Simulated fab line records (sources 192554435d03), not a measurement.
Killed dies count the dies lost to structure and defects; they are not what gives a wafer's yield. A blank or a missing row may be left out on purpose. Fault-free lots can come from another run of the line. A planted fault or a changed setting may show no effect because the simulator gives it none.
Split-lot trial -- flow n5 finfet -- 21 wafers read across 7 lots, on a route 1938 steps long

THE SPLIT
At N5_BEOL_M12_ILD_DEP_00 (deposits SiOC from DEMS/O2, target thk 658.92 nm, time 130.7 s), the setting time s was moved away from the recipe's 130.7 s on 10 of the 21 wafers read, by -14.1% to +4.4%. All remaining wafers had this setting at the recipe value.

No step appears in the file between the split and the reading.

THE READING
M12_ILD_THK at N5_BEOL_M12_THK_MEAS_01, in nm. Fault-free wafers of this fab line usually give 660 nm, standard deviation 8 nm.

wafer,"tool, chamber at the split","time s as run, s",against the recipe,"M12_ILD_THK, nm",against lot-mates on the recipe
L074.3,"pecvd-01, 0",112.3,-14.1%,551,-109
L074.4,"pecvd-01, 1",130.7,recipe,660,-
L074.5,"pecvd-01, 2",112.3,-14.1%,569,-91
L076.1,"pecvd-04, 2",136.4,+4.4%,680,+24
L076.4,"pecvd-04, 2",130.7,recipe,656,-
L076.6,"pecvd-04, 1",136.4,+4.4%,689,+33
L080.2,"pecvd-01, 0",130.7,recipe,654,-
L080.5,"pecvd-01, 0",130.7,recipe,667,-
L080.6,"pecvd-01, 2",130.7,recipe,662,-
L081.3,"pecvd-02, 1",130.7,recipe,660,-
L081.4,"pecvd-02, 0",114.5,-12.4%,588,-72
L081.6,"pecvd-02, 1",114.5,-12.4%,582,-78
L088.1,"pecvd-02, 2",130.7,recipe,655,-
L088.2,"pecvd-02, 0",130.7,recipe,659,-
L088.5,"pecvd-02, 1",130.7,recipe,669,-
L090.1,"pecvd-01, 0",130.7,recipe,654,-
L090.4,"pecvd-01, 1",116.7,-10.7%,591,-63
L090.6,"pecvd-01, 0",116.7,-10.7%,589,-65
L097.1,"pecvd-04, 2",117.3,-10.3%,574,-93
L097.2,"pecvd-04, 0",117.3,-10.3%,586,-81
L097.5,"pecvd-04, 0",130.7,recipe,667,-

THE FIT
A straight line over all 21 wafers: M12_ILD_THK changes by +6.73 nm for each +1% of time s; r = +0.99; the points scatter about the line by 7.5 nm.
The same after taking each lot's own level away (the mean of its wafers on the recipe; 21 wafers): +6.81 nm for each +1%; r = +0.98; scatter 8.7 nm.
That fit puts the effect of the largest move of time s on the reading at 96 nm.
The lots' own levels span 654.0 to 667.0 nm, that is 1.6 times the standard deviation above.
Consequently the slope shifts little with the lot-to-lot level, the two slopes agreeing.
Check: -93.7 nm against its lot-mates is what the line predicts for one of the wafers moved furthest among these (-14.1%) when that wafer is left out of the fit. It came out at -109 nm against them.

THESE WAFERS: OTHER SPLITS
Note: prior to the reading, these wafers also went through further splits. Each is held against what the fit with the lots' levels taken away leaves over:
other split on the same wafers,wafers away from the commonest value,r with M12_ILD_THK (lot level and that fit taken away)
N5_BEOL_M9_ETCH_62 time s,5,+0.16
N5_BEOL_M9_COAT_22 spin rpm,8,+0.20
N5_BEOL_M9_DEP_56 time s,7,+0.27
N5_BEOL_M10_COAT_05 spin rpm,5,-0.64
N5_BEOL_M11_PECVD_70 temp c,6,+0.30
N5_BEOL_M11_COAT_59 spin rpm,6,-0.07

THE WHOLE CHAIN: every reading that the file lists as answering this split, in the file's order
step,what it does,reading,change (the file's fit),r (the file's)
N5_BEOL_M12_ILD_DEP_00,"deposits SiOC from DEMS/O2, target thk 658.92 nm, time 130.7 s","SiOC_of_BEOL_M12_ILD_DEP_00.thk nm (the simulator's own value, which no gauge read)",+6.79 nm for each +1% of the setting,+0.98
N5_BEOL_M12_THK_MEAS_01,,M12_ILD_THK,+6.81 for each +1% of the setting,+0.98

FILE'S OWN FIT
M12_ILD_THK changes by +6.81 nm for each +1% of time s, r = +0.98.
